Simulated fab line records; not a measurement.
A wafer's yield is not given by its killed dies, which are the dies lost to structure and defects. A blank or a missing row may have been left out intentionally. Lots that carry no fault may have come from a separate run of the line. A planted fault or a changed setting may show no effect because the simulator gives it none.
8D (eight disciplines) problem report, filled in by code / flow nand-harc / the parts of the form that need people (team, actions taken, sign-off) are left out

1. THE PROBLEM
Wafers with no fault read 327 with a standard deviation of 120, whereas raw-defect-count at NHARC_P_M1_INSPECT_27 reads a mean of 1334 on 1 wafer of 1 lot. Relative to the usual mean, that is a shift of +8.4 standard deviations.
The first sign was on wafer L752.3 at day 10 05:47, on defect-inspect-01. Wafers with a number at this step in the record: 33, from 11 lots. Rule for "out", or "out of limits": more than 4 standard deviations from the usual mean. All remaining wafers that have a number are taken as sound.

2. WHAT IT IS, WHAT IT ISN'T
question=which readings at this step | is=raw-defect-count | is not=-
question=which lots | is=L752 | is not=L736, L737, L738, L739, L740, L742, L755, L757, L758, L759
question=which wafers of those lots | is=L752.3 | is not=L752.1, L752.5
question=read on which gauges | is=defect-inspect-01 | is not=defect-inspect-02
question=when | is=from day 10 05:47 | is not=up to then (20 sound wafers); but 12 sound wafers of L755, L757, L758, L759 came after

3. WHAT RULES OUT EACH SUSPECT
Counting: any tool at a process step up to the reading remains a suspect provided it ran every lot that is out. Sound lots after the first of them don't rule it out here, since some wafers of a struck lot are sound.
- the gauge at NHARC_P_M1_INSPECT_27 is ruled out. All the wafers that are out were read on defect-inspect-01, but those of them that NHARC_END_SORT_01 has rows for are out there too, on other tools.
- rie-diel-05 at NHARC_P_M0_STRIP_18 (strips in N2/H2): kept. L752, the lot that is out, went through it at day 9 23:26; up to then, the latest sound lot through it was L739 at day 6 15:32.
- rtp-anneal-01 at NHARC_P_M0_ANNEAL_30 (time 90 s): kept. L752, the lot that is out, went through it at day 10 00:43; up to then, the latest sound lot through it was L736 at day 5 16:41.
- cmp-02 at NHARC_P_M1_CMP_23 (polishes, t overpolish 20 s, target thk 157.82 nm): kept. L752, the lot that is out, went through it at day 10 05:20; up to then, the latest sound lot through it was L739 at day 6 21:22.
- At NHARC_P_M0_STRIP_18 on rie-diel-05, chamber 0 took the sound wafers of the same lots and chamber 2 took the wafers that are out.
- At NHARC_P_M1_CMP_23 on cmp-02, chamber 1 took the sound wafers of the same lots and chamber 2 took the wafers that are out.
Left after counting: rie-diel-05 at NHARC_P_M0_STRIP_18, rtp-anneal-01 at NHARC_P_M0_ANNEAL_30, cmp-02 at NHARC_P_M1_CMP_23.

4. THE CAUSE (what the simulator had put in)
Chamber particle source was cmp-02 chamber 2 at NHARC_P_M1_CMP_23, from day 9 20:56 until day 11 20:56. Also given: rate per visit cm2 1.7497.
3 suspects survive the count, and this tool is in that group.

5. SEQUENCE OF EFFECTS, ordered by route
One row per reading whose mean, taken over the struck wafers that have a number, lies over 3 standard deviations from the usual. Only readings whose record carries a usual standard deviation are examined. hours: median over the lots of the time between each lot's start at the first step of this table that gives one and its start at this step. sigmas: the change, counted in usual standard deviations.
hours=0; step=NHARC_P_M1_INSPECT_27; reading=raw-defect-count; usual=327; on struck wafers=1334; change=+1007; sigmas=+8.4
hours=2; step=NHARC_P_M2_INSPECT_11; reading=raw-defect-count; usual=4.4; on struck wafers=1170.0; change=+1165.6; sigmas=+99 or more
hours=316; step=NHARC_END_SORT_01; reading=defect-limited-yield; usual=95.3 %; on struck wafers=17.7; change=-77.6; sigmas=-46
hours=316; step=NHARC_END_SORT_01; reading=killed-at-periphery; usual=3.6; on struck wafers=539.0; change=+535.4; sigmas=+99 or more
hours=316; step=NHARC_END_SORT_01; reading=killed-dies; usual=32; on struck wafers=557; change=+525; sigmas=+44
hours=316; step=NHARC_END_SORT_01; reading=sort_bin_2_pct; usual=1.4 %; on struck wafers=36.6; change=+35.2; sigmas=+58
hours=316; step=NHARC_END_SORT_01; reading=sort_bin_3_pct; usual=0.26 %; on struck wafers=6.06; change=+5.80; sigmas=+26
hours=316; step=NHARC_END_SORT_01; reading=sort_bin_4_pct; usual=3.0 %; on struck wafers=39.6; change=+36.6; sigmas=+31
hours=316; step=NHARC_END_SORT_01; reading=sort-n-pass; usual=645; on struck wafers=120; change=-525; sigmas=-44
hours=316; step=NHARC_END_SORT_01; reading=sort-rim-yield-pct; usual=95.8 %; on struck wafers=18.9; change=-76.9; sigmas=-27
hours=316; step=NHARC_END_SORT_01; reading=sort-yield-pct; usual=95.3 %; on struck wafers=17.7; change=-77.6; sigmas=-46

6. HOW IT WOULD HAVE BEEN CAUGHT EARLIER
The first out-of-limits reading at a measuring or inspecting step in this record came at day 10 05:47, 9 hours after the fault's start at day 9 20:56.
Of the tool readings at NHARC_P_M1_CMP_23 for which the record gives a usual standard deviation, none was out on any struck wafer, so an alarm limit of 4 standard deviations on them would not have fired.
By day 10 05:47 the whole set of lots that are out, 1 in number, had already begun NHARC_P_M1_CMP_23 on cmp-02. Had the tool been put on hold then, not one of them would have been saved.
